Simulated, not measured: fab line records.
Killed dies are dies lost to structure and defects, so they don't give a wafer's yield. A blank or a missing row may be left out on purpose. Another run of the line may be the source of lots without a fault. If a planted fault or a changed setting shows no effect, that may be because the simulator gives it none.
Which of the tools did it? ; flow n5Finfet ; 30 wafers from 10 lots sampled at 6 of the route's 1938 steps

WHAT THE GAUGES READ, wafer by wafer
N5_MOL_CONTACT_COAG_CD_MEAS_99 targets a cd of 17.2 nm.
lot;measured;on;cdNm (nm)
L075;day 5 00:41;cdSem-02;16.8 18.0 16.8
L077;day 5 11:07;cdSem-02;16.5 16.8 16.6
L079;day 6 02:03;cdSem-02;17.3 16.8 17.2
L081;day 6 10:51;cdSem-02;17.6 17.2 17.4
L083;day 6 23:34;cdSem-03;17.4 16.9 17.4
L087;day 7 22:52;cdSem-01;17.6 17.4 17.3
L089;day 8 12:02;cdSem-01;17.5 17.0 17.3
L091;day 8 22:59;cdSem-03;17.5 16.8 16.7
L094;day 9 18:07;cdSem-01;17.0 16.7 16.8
L097;day 10 12:13;cdSem-02;16.8 17.1 16.8

TOOL THAT RAN EACH LOT (tool first, then ch and the chambers of the sampled wafers, then the start)
lot;N5_GATE_CUT_STRIP_42;N5_GATE_CUT_ETCH_19;N5_GATE_CUT_CUT_ETCH_53;N5_GATE_CUT_CMP_23;N5_MOL_CONTACT_COAG_ETCH_59
L075;rieDiel-05 ch 1,2, day 4 20:22;rieDiel-05 ch 1,2, day 4 20:24;rieMetal-01 ch 0,1, day 4 20:31;cmp-03 ch 0,2,3, day 4 22:34;rieDiel-03 ch 0,1, day 5 00:19
L077;rieDiel-06 ch 0,2,3, day 5 06:37;rieDiel-06 ch 0,2,3, day 5 06:39;rieMetal-01 ch 1, day 5 06:46;cmp-01 ch 0,1,3, day 5 09:17;rieDiel-04 ch 1,2, day 5 10:45
L079;rieDiel-06 ch 0,1, day 5 20:56;rieDiel-06 ch 0,1, day 5 20:58;rieMetal-03 ch 0,1, day 5 21:05;cmp-03 ch 0,1,2, day 5 23:24;rieDiel-04 ch 2,3, day 6 01:41
L081;rieDiel-02 ch 0,2, day 6 06:39;rieDiel-02 ch 0,2, day 6 06:41;rieMetal-01 ch 1, day 6 06:48;cmp-03 ch 1,2, day 6 09:02;rieDiel-04 ch 0,1,2, day 6 10:29
L083;rieDiel-02 ch 0,1,3, day 6 19:01;rieDiel-02 ch 0,1,3, day 6 19:04;rieMetal-02 ch 0,1, day 6 19:10;cmp-01 ch 2,3, day 6 21:31;rieDiel-03 ch 1,2, day 6 23:13
L087;rieDiel-06 ch 1,2,3, day 7 18:31;rieDiel-06 ch 1,2,3, day 7 18:33;rieMetal-02 ch 0,1, day 7 18:40;cmp-01 ch 1,2,3, day 7 20:43;rieDiel-01 ch 0,1,2, day 7 22:31
L089;rieDiel-02 ch 0,1,2, day 8 07:58;rieDiel-02 ch 0,1,2, day 8 08:00;rieMetal-02 ch 0,1, day 8 08:07;cmp-03 ch 1,2,3, day 8 10:05;rieDiel-04 ch 0,2,3, day 8 11:41
L091;rieDiel-05 ch 0,2,3, day 8 19:03;rieDiel-05 ch 0,2,3, day 8 19:05;rieMetal-03 ch 0,1, day 8 19:12;cmp-03 ch 1,2, day 8 21:08;rieDiel-03 ch 2,3, day 8 22:38
L094;rieDiel-05 ch 0,1,3, day 9 14:10;rieDiel-05 ch 0,1,3, day 9 14:12;rieMetal-02 ch 1, day 9 14:19;cmp-03 ch 1,2,3, day 9 16:20;rieDiel-04 ch 1,2, day 9 17:46
L097;rieDiel-02 ch 0,2,3, day 10 07:51;rieDiel-02 ch 0,2,3, day 10 07:53;rieMetal-03 ch 1, day 10 08:00;cmp-01 ch 0,1,3, day 10 10:12;rieDiel-01 ch 1,2,3, day 10 11:51
- N5_GATE_CUT_STRIP_42: strips in O2.
- N5_GATE_CUT_ETCH_19: etches SiNx in CH3F/O2, target depth 53.7 nm, time 76.7 s.
- N5_GATE_CUT_CUT_ETCH_53: etches W in SF6/Cl2, target depth 79.2 nm.
- N5_GATE_CUT_CMP_23: polishes, stops on SiO2, t overpolish 23.4 s, target thk 16 nm.
- N5_MOL_CONTACT_COAG_ETCH_59: etches underlayer in N2/H2, target depth 13 nm, time 10.4 s.

THE ANSWER, worked out from the rows above alone
Rule: usual is defined by the lots themselves. Put in order of their means at a reading, lots are off if they are a third of the lots or fewer, leave a main group of 4 or more, and stand apart from it by a gap of 3 or more times the standard deviation of the main group's means; of several such gaps the widest counts. A main group whose means are all the same, to the digits that the tables above print for the reading, isn't used. A lot without any number at a reading at which 4 lots or more have one is off too. Where the step has rows for the other lots, those lots are counted as sound.
Across all readings shown, no lot is off: no conclusion can be drawn from this.

WHAT WAS PUT IN BY THE SIMULATOR
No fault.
